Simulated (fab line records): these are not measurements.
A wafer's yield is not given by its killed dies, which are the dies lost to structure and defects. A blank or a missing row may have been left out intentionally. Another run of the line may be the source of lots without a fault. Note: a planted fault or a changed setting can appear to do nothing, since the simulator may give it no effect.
fab line records -- flow n5Finfet
record: lots: 7, wafers: 39
route steps=1938 shown PMOS_HMC_CHANNEL_EPI@78 FIN_CUT@176 DUMMY_GATE@237 SD_EPI_N@275 HKMG_FIN@395
startH: the number of hours between the record's first day and the start of the first shown wafer of the lot -- waitH: hours elapsed since this lot's preceding step -- " repeats the value in the row above -- L1.1+2: a row that stands for several wafers -- - no value, or no start was given -- * or withheld: withheld -- < > ~ a bound
route shown NAME@n: names a module that has steps shown in the file, with the first one's number in the route -- usual: the fault-free wafers' mean and standard deviation -- same: alike in all rows -- chamber/n: place in a boat -- sites: each site's reading -- _std_site: their standard deviation -- _edge_site: outer sites' mean less inner sites' -- radiusMm: for every site, how far away it sits from the centre of the wafer -- mask NAME#n: copy n -- behind: the last tool/chamber to shape the wafer -- hold: reason for holding the lot/hours on hold/outcome of the hold -- device: names the non-switching transistor (n, p or np) -- end of line: the route-end tests of the same wafers -- for a step that has no rows: nothing shown but its recipe -- killed: dies that structure and defects cost at the first sort, which is not the same as the wafer's yield -- map: per-die view of a wafer (x killed, . not killed, _ where there is no die)
set.NAME: the setting that was run; set.NAME@STEP: the one run at that earlier step -- model.NAME: the simulator's own value behind a step, which no gauge read
lots run with intentionally changed settings; tables by step, rows by wafer
== steps ==
step: N5_PMOS_HMC_CHANNEL_EPI_EPI_20
recipe: material: SiGe30, maskMaterial: SiO2, pressureTorr: 20, targetThkA: 590, tempC: 600
lot.wafer,tool,chamber,startH,waitH,set.pressureTorr,model.SiGe30_of_PMOS_HMC_CHANNEL_EPI_EPI_20.thkNm
L074.1,epiRpcvd-02,0,17.73,0.0,18.39,57.18
L074.2,epiRpcvd-02,0,17.73,0.0,18.39,57.09
L074.3,epiRpcvd-02,0,17.73,0.0,18.39,57.15
L074.4,epiRpcvd-02,0,17.73,0.0,18.39,57.77
L074.5,epiRpcvd-02,0,17.73,0.0,18.39,58.21
L074.6,epiRpcvd-02,0,17.73,0.0,18.39,57.84
L078.1,epiRpcvd-04,0,42.72,0.0,20,59.83
L078.2,epiRpcvd-04,0,42.72,0.0,20,58.96
L078.3,epiRpcvd-04,0,42.72,0.0,20,59.01
L078.4,epiRpcvd-04,0,42.72,0.0,20,59.73
L078.5,epiRpcvd-04,0,42.72,0.0,20,58.33
L078.6,epiRpcvd-04,0,42.72,0.0,20,59.27
L081.1,epiRpcvd-04,0,61.45,0.0,20,59.23
L081.2,epiRpcvd-04,0,61.45,0.0,20,59.13
L081.3,epiRpcvd-04,0,61.45,0.0,20,59.48
L081.4,epiRpcvd-04,0,61.45,0.0,20,58.76
L081.5,epiRpcvd-04,0,61.45,0.0,20,59.14
L081.6,epiRpcvd-04,0,61.45,0.0,20,58.63
L082.2,epiRpcvd-01,0,67.30,0.3,20,60.6
L082.5,epiRpcvd-01,0,67.30,0.3,20,59.74
L082.6,epiRpcvd-01,0,67.30,0.3,20,60.25
L083.1,epiRpcvd-04,0,71.97,0.0,23.01,62.58
L083.2,epiRpcvd-04,0,71.97,0.0,23.01,62.75
L083.3,epiRpcvd-04,0,71.97,0.0,23.01,62.91
L083.4,epiRpcvd-04,0,71.97,0.0,23.01,62.78
L083.5,epiRpcvd-04,0,71.97,0.0,23.01,62.8
L083.6,epiRpcvd-04,0,71.97,0.0,23.01,62.64
L088.1,epiRpcvd-04,0,102.29,0.0,21.12,60.12
L088.2,epiRpcvd-04,0,102.29,0.0,21.12,60.2
L088.3,epiRpcvd-04,0,102.29,0.0,21.12,60.34
L088.4,epiRpcvd-04,0,102.29,0.0,21.12,59.3
L088.5,epiRpcvd-04,0,102.29,0.0,21.12,60.53
L088.6,epiRpcvd-04,0,102.29,0.0,21.12,59.66
L096.1,epiRpcvd-02,0,150.77,0.0,18.05,55.52
L096.2,epiRpcvd-02,0,150.77,0.0,18.05,56.12
L096.3,epiRpcvd-02,0,150.77,0.0,18.05,56.18
L096.4,epiRpcvd-02,0,150.77,0.0,18.05,55.41
L096.5,epiRpcvd-02,0,150.77,0.0,18.05,55.17
L096.6,epiRpcvd-02,0,150.77,0.0,18.05,56.08
step: N5_FIN_CUT_CUT_ETCH_15
recipe: chemistry: HBr/Cl2/O2, target: Si, targetDepthA: 1000, btTimeS: 10, maskMaterial: SOC, timeS: 42.4, ionEnergyEv: *, biasW: *, pressureMtorr: 10, icpW: 800, HBr_flow_sccm: 150, Cl2_flow_sccm: 80, O2_flow_sccm: 12
lot.wafer,tool,chamber,startH,waitH,set.targetDepthA,model.FIN_CUT.featureDepthNm,model.etch.depthNm,model.SOC_of_FIN_CUT_COAT_18.thkNm
L074.1,rieSi-05,0,27.70,0.1,1000,95.6,95.53,171.2
L074.2,rieSi-05,1,27.70,0.1,1000,101.2,101.3,168.4
L074.3,rieSi-05,3,27.70,0.1,1000,100.6,100.7,168.6
L074.4,rieSi-05,2,27.70,0.1,959.5,96,96.05,171
L074.5,rieSi-05,2,27.70,0.1,959.5,95.6,95.52,171.2
L074.6,rieSi-05,3,27.70,0.1,959.5,96.2,96.12,170
L078.1,rieSi-06,1,52.72,0.1,893,87.8,87.78,172.8
L078.2,rieSi-06,2,52.72,0.1,1000,100.2,100.3,170.4
L078.3,rieSi-06,3,52.72,0.1,1000,96.4,96.5,170.4
L078.4,rieSi-06,3,52.72,0.1,893,88.4,88.43,173.6
L078.5,rieSi-06,2,52.72,0.1,1000,100,100,169.6
L078.6,rieSi-06,1,52.72,0.1,893,88.4,88.42,174.2
L081.1,rieSi-06,0,72.21,0.1,1000,99.2,99.27,172.2
L081.2,rieSi-06,3,72.21,0.1,933.5,90.2,90.17,175
L081.3,rieSi-06,1,72.21,0.1,933.5,90.2,90.3,174.4
L081.4,rieSi-06,2,72.21,0.1,1000,99.2,99.27,170
L081.5,rieSi-06,0,72.21,0.1,933.5,93.6,93.61,173
L081.6,rieSi-06,1,72.21,0.1,1000,97.6,97.53,171
L082.2,rieSi-06,0,76.77,0.1,1000,100.2,100.2,169.8
L082.5,rieSi-06,3,76.77,0.1,1000,96.6,96.68,172
L082.6,rieSi-06,0,76.77,0.1,1000,100.2,100.1,168.4
L083.1,rieSi-01,2,81.86,0.1,1100,109,108.9,168.2
L083.2,rieSi-01,1,81.86,0.1,1000,99.2,99.29,170.4
L083.3,rieSi-01,0,81.86,0.1,1100,111.2,111.2,166
L083.4,rieSi-01,3,81.86,0.1,1100,112,112,166.2
L083.5,rieSi-01,3,81.86,0.1,1000,101.2,101.1,170.8
L083.6,rieSi-01,2,81.86,0.1,1000,99.4,99.35,170.8
L088.1,rieSi-06,1,112.08,0.1,1000,96.8,96.9,172.2
L088.2,rieSi-06,0,112.08,0.1,1076,107.4,107.4,167
L088.3,rieSi-06,2,112.08,0.1,1076,108.8,108.8,167.8
L088.4,rieSi-06,0,112.08,0.1,1000,100.6,100.7,170.6
L088.5,rieSi-06,2,112.08,0.1,1076,107.4,107.4,167.6
L088.6,rieSi-06,1,112.08,0.1,1000,97.2,97.28,171.8
L096.1,rieSi-05,0,159.92,0.1,1000,98.4,98.49,172
L096.2,rieSi-05,2,159.92,0.1,1069,107,106.9,168.6
L096.3,rieSi-05,3,159.92,0.1,1069,108.2,108.1,167.4
L096.4,rieSi-05,1,159.92,0.1,1069,107.8,107.8,168.4
L096.5,rieSi-05,3,159.92,0.1,1000,101,101,170.8
L096.6,rieSi-05,0,159.92,0.1,1000,98,97.96,171.8
step: N5_DUMMY_GATE_ETCH_37
recipe: chemistry: N2/H2, target: SOC, targetDepthA: 600, overetchA: 300, tempC: 40, ionEnergyEv: 200, pressureMtorr: 30, sourceW: 840, biasW: 150, n2FlowSccm: 200, h2FlowSccm: 200
usual: rfVppV: 524.9/1.7
lot.wafer,tool,chamber,startH,waitH,set.sourceW,rfVppV
L074.1,rieDiel-06,0,46.99,0.0,749.6,548.0
L074.2,rieDiel-06,1,46.99,0.0,840,527.2
L074.3,rieDiel-06,3,46.99,0.0,840,523.2
L074.4,rieDiel-06,2,46.99,0.0,749.6,544.0
L074.5,rieDiel-06,0,46.99,0.0,840,526.7
L074.6,rieDiel-06,3,46.99,0.0,749.6,543.1
L078.1,rieDiel-05,3,71.15,0.0,840,522.6
L078.2,rieDiel-05,1,71.15,0.0,840,525.0
L078.3,rieDiel-05,2,71.15,0.0,840,524.9
L078.4,rieDiel-05,0,71.15,0.0,840,527.0
L078.5,rieDiel-05,1,71.15,0.0,840,524.4
L078.6,rieDiel-05,0,71.15,0.0,840,527.4
L081.1,rieDiel-01,0,92.19,0.0,840,525.8
L081.2,rieDiel-01,1,92.19,0.0,975.7,500.7
L081.3,rieDiel-01,2,92.19,0.0,840,524.6
L081.4,rieDiel-01,3,92.19,0.0,840,526.6
L081.5,rieDiel-01,0,92.19,0.0,975.7,498.9
L081.6,rieDiel-01,3,92.19,0.0,975.7,501.0
L082.2,rieDiel-05,3,96.18,0.0,840,525.1
L082.5,rieDiel-05,2,96.18,0.0,840,526.2
L082.6,rieDiel-05,3,96.18,0.0,840,522.8
L083.1,rieDiel-05,0,100.72,0.0,774.3,541.8
L083.2,rieDiel-05,2,100.72,0.0,840,524.5
L083.3,rieDiel-05,3,100.72,0.0,840,523.1
L083.4,rieDiel-05,1,100.72,0.0,774.3,537.8
L083.5,rieDiel-05,1,100.72,0.0,774.3,538.6
L083.6,rieDiel-05,2,100.72,0.0,840,524.6
L088.1,rieDiel-06,0,131.14,0.0,740.3,549.8
L088.2,rieDiel-06,2,131.14,0.0,840,523.4
L088.3,rieDiel-06,3,131.14,0.0,740.3,543.5
L088.4,rieDiel-06,2,131.14,0.0,740.3,544.5
L088.5,rieDiel-06,3,131.14,0.0,840,522.6
L088.6,rieDiel-06,0,131.14,0.0,840,527.0
L096.1,rieDiel-01,0,179.04,0.0,976.9,499.6
L096.2,rieDiel-01,2,179.04,0.0,840,523.8
L096.3,rieDiel-01,3,179.04,0.0,840,526.8
L096.4,rieDiel-01,1,179.04,0.0,976.9,499.2
L096.5,rieDiel-01,2,179.04,0.0,976.9,497.6
L096.6,rieDiel-01,3,179.04,0.0,840,527.3
step: N5_SD_EPI_N_ETCH_35
recipe: chemistry: N2/H2, target: SOC, overetchA: 1080, maskMaterial: SiARC, tempC: 40, ionEnergyEv: 100, sourceW: 3000, biasW: 133, pressureMtorr: 20, timeS: 486, n2FlowSccm: 200, h2FlowSccm: 200
usual: rfVppV: 240.6/1.3
lot.wafer,tool,chamber,startH,waitH,set.sourceW,rfVppV,model.SiARC_of_SD_EPI_N_COAT_33.thkNm
L074.1,rieDiel-04,2,49.27,0.0,3417,228.4,18
L074.2,rieDiel-04,0,49.27,0.0,3417,229.5,17.8
L074.3,rieDiel-04,3,49.27,0.0,3000,239.7,20
L074.4,rieDiel-04,1,49.27,0.0,3000,240.9,19.4
L074.5,rieDiel-04,0,49.27,0.0,3000,241.8,19.6
L074.6,rieDiel-04,1,49.27,0.0,3417,232.1,17.8
L078.1,rieDiel-02,2,73.37,0.0,3000,240.4,19.6
L078.2,rieDiel-02,0,73.37,0.0,3172,235.0,18.8
L078.3,rieDiel-02,1,73.37,0.0,3172,235.0,19.6
L078.4,rieDiel-02,3,73.37,0.0,3172,233.4,19
L078.5,rieDiel-02,0,73.37,0.0,3000,238.2,19.6
L078.6,rieDiel-02,3,73.37,0.0,3000,237.5,19.8
L081.1,rieDiel-02,0,94.50,0.0,3476,227.4,17.8
L081.2,rieDiel-02,1,94.50,0.0,3476,230.2,18.6
L081.3,rieDiel-02,2,94.50,0.0,3000,241.2,19.6
L081.4,rieDiel-02,2,94.50,0.0,3476,228.3,17.8
L081.5,rieDiel-02,1,94.50,0.0,3000,240.1,20.4
L081.6,rieDiel-02,0,94.50,0.0,3000,239.2,19.6
L082.2,rieDiel-04,2,98.57,0.0,3000,241.4,19.8
L082.5,rieDiel-04,0,98.57,0.0,3000,240.3,20
L082.6,rieDiel-04,1,98.57,0.0,3000,243.4,19.8
L083.1,rieDiel-02,1,103.32,0.0,2797,245.3,21
L083.2,rieDiel-02,2,103.32,0.0,2797,246.6,20.6
L083.3,rieDiel-02,0,103.32,0.0,3000,238.9,19.6
L083.4,rieDiel-02,3,103.32,0.0,3000,244.2,19.2
L083.5,rieDiel-02,2,103.32,0.0,3000,240.1,19.6
L083.6,rieDiel-02,3,103.32,0.0,2797,249.1,20
L088.1,rieDiel-04,3,133.36,0.0,2738,245.7,21
L088.2,rieDiel-04,2,133.36,0.0,2738,247.7,20.8
L088.3,rieDiel-04,1,133.36,0.0,2738,249.5,20.6
L088.4,rieDiel-04,0,133.36,0.0,3000,239.6,20
L088.5,rieDiel-04,1,133.36,0.0,3000,241.8,19.6
L088.6,rieDiel-04,0,133.36,0.0,3000,240.1,20
L096.1,rieDiel-03,2,182.07,0.0,3000,239.7,20
L096.2,rieDiel-03,3,182.07,0.0,2483,258.6,22
L096.3,rieDiel-03,1,182.07,0.0,3000,241.4,19.6
L096.4,rieDiel-03,1,182.07,0.0,2483,256.8,21.8
L096.5,rieDiel-03,3,182.07,0.0,2483,258.0,22
L096.6,rieDiel-03,2,182.07,0.0,3000,240.5,19.8
step: N5_SD_EPI_N_STRIP_36
recipe: chemistry: N2/H2, tempC: 40, n2FlowSccm: 200, h2FlowSccm: 200, rfFrequencyHz: 6e+07
step: N5_SD_EPI_N_ETCHBACK_44
recipe: chemistry: CH3F/O2, mode: anisotropicEtchback, target: SiNx, targetDepthA: 145, stopOn: SiO2, overEtchFrac: 0.3, ionEnergyEv: 120, pressureMtorr: 30, sourceW: 395, biasW: 73, Ar_flow_sccm: 150, CH3F_flow_sccm: 30, O2_flow_sccm: 20
lot.wafer,tool,chamber,startH,waitH,set.sourceW@SD_EPI_N_ETCH_35,model.SiARC_of_SD_EPI_N_COAT_33.thkNm
L074.1,rieDiel-04,2,49.59,0.0,3417,14.2
L074.2+6,rieDiel-04,"0,1",49.59,0.0,3417,14
L074.3,rieDiel-04,3,49.59,0.0,3000,16.2
L074.4,rieDiel-04,1,49.59,0.0,3000,15.6
L074.5,rieDiel-04,0,49.59,0.0,3000,15.8
L078.1,rieDiel-02,2,73.70,0.0,3000,15.8
L078.2+4,rieDiel-02,"0,3",73.70,0.0,3172,15.2
L078.3,rieDiel-02,1,73.70,0.0,3172,16
L078.5+6,rieDiel-02,"0,3",73.70,0.0,3000,16
L081.1+4,rieDiel-02,"0,2",94.82,0.0,3476,14
L081.2,rieDiel-02,1,94.82,0.0,3476,15
L081.3+6,rieDiel-02,"2,0",94.82,0.0,3000,15.8
L081.5,rieDiel-02,1,94.82,0.0,3000,16.8
L082.2+5,rieDiel-04,"2,0",98.89,0.0,3000,16.2
L082.6,rieDiel-04,1,98.89,0.0,3000,16
L083.1,rieDiel-02,1,103.64,0.0,2797,17.4
L083.2,rieDiel-02,2,103.64,0.0,2797,16.8
L083.3+5,rieDiel-02,"0,2",103.64,0.0,3000,15.8
L083.4,rieDiel-02,3,103.64,0.0,3000,15.4
L083.6,rieDiel-02,3,103.64,0.0,2797,16.2
L088.1,rieDiel-04,3,133.68,0.0,2738,17.4
L088.2,rieDiel-04,2,133.68,0.0,2738,17.2
L088.3,rieDiel-04,1,133.68,0.0,2738,16.8
L088.4+6,rieDiel-04,0,133.68,0.0,3000,16.2
L088.5,rieDiel-04,1,133.68,0.0,3000,15.8
L096.1,rieDiel-03,2,182.39,0.0,3000,16
L096.2+5,rieDiel-03,3,182.39,0.0,2483,18.4
L096.3+6,rieDiel-03,"1,2",182.39,0.0,3000,15.8
L096.4,rieDiel-03,1,182.39,0.0,2483,18
step: N5_HKMG_FIN_EXPOSE_46
recipe: maskId: NDIPOLE, na: 1.35, sourceShape: conventional, sigmaOuter: 0.8, polarization: unpolarized, doseMj: 40
lot.wafer,tool,chamber,startH,waitH,mask,set.doseMj
L074.1+2+3+4+5+6,arfiScanner-01,0,72.15,-,NDIPOLE#0,40
L078.1+4+5,arfiScanner-03,0,95.03,-,NDIPOLE#0,42.95
L078.2+3+6,arfiScanner-03,0,95.03,-,NDIPOLE#0,40
L081.1+2+3+4+5+6,arfiScanner-02,0,116.02,-,NDIPOLE#0,40
L082.2+5+6,arfiScanner-03,0,119.69,-,NDIPOLE#0,40
L083.1+2+3+4+5+6,arfiScanner-02,0,125.83,-,NDIPOLE#0,40
L088.1+2+6,arfiScanner-02,0,156.18,-,NDIPOLE#0,42.1
L088.3+4+5,arfiScanner-02,0,156.18,-,NDIPOLE#0,40
L096.1+2+3+4+5+6,arfiScanner-03,0,205.17,-,NDIPOLE#0,40
step: N5_HKMG_FIN_PEB_47
recipe: pebTempC: withheld, pebTimeS: 60, resist: CAR-ArF
step: N5_HKMG_FIN_DEVELOP_48
recipe: developTimeS: 30, developer: TMAH, resist: CAR-ArF, rinseLiquid: diw, dry: airSpin, devTempC: 23
step: N5_HKMG_FIN_CD_MEAS_49
recipe: targetCdNm: 202, landingEnergyEv: 500, detector: seInlens, polarity: opening
usual: cdNm: 202.4/0.5
lot.wafer,tool,chamber,startH,waitH,set.doseMj@HKMG_FIN_EXPOSE_46,cdNm
L074.1,cdSem-03,0,72.28,-,40,202.2
L074.2,cdSem-03,0,72.28,-,40,202.3
L074.3,cdSem-03,0,72.28,-,40,202.5
L074.4,cdSem-03,0,72.28,-,40,202.3
L074.5,cdSem-03,0,72.28,-,40,202.7
L074.6,cdSem-03,0,72.28,-,40,202.4
L078.1,cdSem-03,0,95.16,-,42.95,207.5
L078.2,cdSem-03,0,95.16,-,40,202.5
L078.3,cdSem-03,0,95.16,-,40,202.5
L078.4,cdSem-03,0,95.16,-,42.95,206.4
L078.5,cdSem-03,0,95.16,-,42.95,206.6
L078.6,cdSem-03,0,95.16,-,40,203.1
L081.1,cdSem-01,0,116.15,-,40,201.8
L081.2,cdSem-01,0,116.15,-,40,202.5
L081.3,cdSem-01,0,116.15,-,40,202.0
L081.4,cdSem-01,0,116.15,-,40,201.8
L081.5,cdSem-01,0,116.15,-,40,202.3
L081.6,cdSem-01,0,116.15,-,40,201.5
L082.2,cdSem-01,0,119.81,-,40,202.6
L082.5,cdSem-01,0,119.81,-,40,202.3
L082.6,cdSem-01,0,119.81,-,40,202.7
L083.1,cdSem-01,0,125.95,-,40,202.6
L083.2,cdSem-01,0,125.95,-,40,201.8
L083.3,cdSem-01,0,125.95,-,40,202.1
L083.4,cdSem-01,0,125.95,-,40,201.8
L083.5,cdSem-01,0,125.95,-,40,202.2
L083.6,cdSem-01,0,125.95,-,40,201.9
L088.1,cdSem-03,0,156.30,-,42.1,204.9
L088.2,cdSem-03,0,156.30,-,42.1,205.1
L088.3,cdSem-03,0,156.30,-,40,202.3
L088.4,cdSem-03,0,156.30,-,40,202.5
L088.5,cdSem-03,0,156.30,-,40,202.4
L088.6,cdSem-03,0,156.30,-,42.1,205.1
L096.1,cdSem-03,0,205.29,-,40,202.0
L096.2,cdSem-03,0,205.29,-,40,202.7
L096.3,cdSem-03,0,205.29,-,40,202.6
L096.4,cdSem-03,0,205.29,-,40,202.4
L096.5,cdSem-03,0,205.29,-,40,202.5
L096.6,cdSem-03,0,205.29,-,40,202.5
== key ==
split: step: N5_PMOS_HMC_CHANNEL_EPI_EPI_20, setting: pressureTorr, stated: 20, by: lot
response: step: N5_PMOS_HMC_CHANNEL_EPI_EPI_20, reading: model.SiGe30_of_PMOS_HMC_CHANNEL_EPI_EPI_20.thkNm, change: +0.252, per: 1%, r: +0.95
split: step: N5_FIN_CUT_CUT_ETCH_15, setting: targetDepthA, stated: 1000, by: wafer
response: step: N5_FIN_CUT_CUT_ETCH_15, reading: model.FIN_CUT.featureDepthNm, change: +1.09, per: 1%, r: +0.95
response: step: N5_FIN_CUT_CUT_ETCH_15, reading: model.etch.depthNm, change: +1.09, per: 1%, r: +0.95
response: step: N5_FIN_CUT_CUT_ETCH_15, reading: model.SOC_of_FIN_CUT_COAT_18.thkNm, change: -0.408, per: 1%, r: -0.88
split: step: N5_DUMMY_GATE_ETCH_37, setting: sourceW, stated: 840, by: wafer
response: step: N5_DUMMY_GATE_ETCH_37, reading: rfVppV, change: -1.7, per: 1%, r: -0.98
split: step: N5_SD_EPI_N_ETCH_35, setting: sourceW, stated: 3000, by: wafer
response: step: N5_SD_EPI_N_ETCH_35, reading: rfVppV, change: -0.844, per: 1%, r: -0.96
response: step: N5_SD_EPI_N_ETCH_35, reading: model.SiARC_of_SD_EPI_N_COAT_33.thkNm, change: -0.121, per: 1%, r: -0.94
response: step: N5_SD_EPI_N_ETCHBACK_44, reading: model.SiARC_of_SD_EPI_N_COAT_33.thkNm, change: -0.128, per: 1%, r: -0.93
split: step: N5_HKMG_FIN_EXPOSE_46, setting: doseMj, stated: 40, by: wafer
response: step: N5_HKMG_FIN_CD_MEAS_49, reading: cdNm, change: +0.541, per: 1%, r: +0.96
